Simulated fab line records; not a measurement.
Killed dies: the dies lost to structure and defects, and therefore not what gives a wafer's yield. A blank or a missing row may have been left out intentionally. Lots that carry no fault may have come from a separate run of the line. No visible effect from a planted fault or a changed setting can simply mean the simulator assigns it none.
Chamber matching -- flow n5_finfet -- pecvd-01 running N5_PASSIVATION_PECVD_00: 3 sister chambers
The step deposits SiO2 from SiH4/N2O, target thk 200 nm, time 11.2 s. 6 wafers are shown with their chamber, then 8 later ones without.

## WAFERS PAIRED WITH THEIR CHAMBERS
wafer,chamber,throttle_valve_pct (%),showerhead_plenum_p_Torr (Torr)
L081.1,2,46.1,8.13
L081.5,1,51.8,8.08
L083.1,2,46.0,8.13
L083.5,0,51.9,7.93
L083.6,1,51.9,8.08
L085.1,0,51.9,7.92

## WAFERS WHOSE CHAMBER IS MISSING
wafer,throttle_valve_pct (%),showerhead_plenum_p_Torr (Torr)
L085.4,52.0,7.95
L085.5,51.5,8.10
L091.1,52.0,7.93
L091.3,51.8,8.09
L091.4,46.3,8.14
L095.1,52.0,7.93
L095.3,52.4,7.94
L095.4,46.6,8.12

## WHICH CHAMBER EACH WENT THROUGH
wafer,from the rows above,in truth
L085.4,0,0
L085.5,1,1
L091.1,0,0
L091.3,1,1
L091.4,2,2
L095.1,0,0
L095.3,0,0
L095.4,2,2
Correctly placed: 8 of 8. From these rows, 0 cannot be placed. Number placed wrongly: 0.
How it was worked out, from the rows above alone: a wafer's distance from a chamber is the root of the sum, over the readings, of the square of ((its reading less the chamber's mean) divided by the reading's scatter). The wafer belongs to the nearest chamber; if the next one is less than 2 further off, it can't be placed. Each chamber's mean is taken over the wafers shown for it. The scatter: take each reading less its chamber's mean, square it, sum over the shown wafers, divide by the number of wafers less the number of chambers, and take the root.
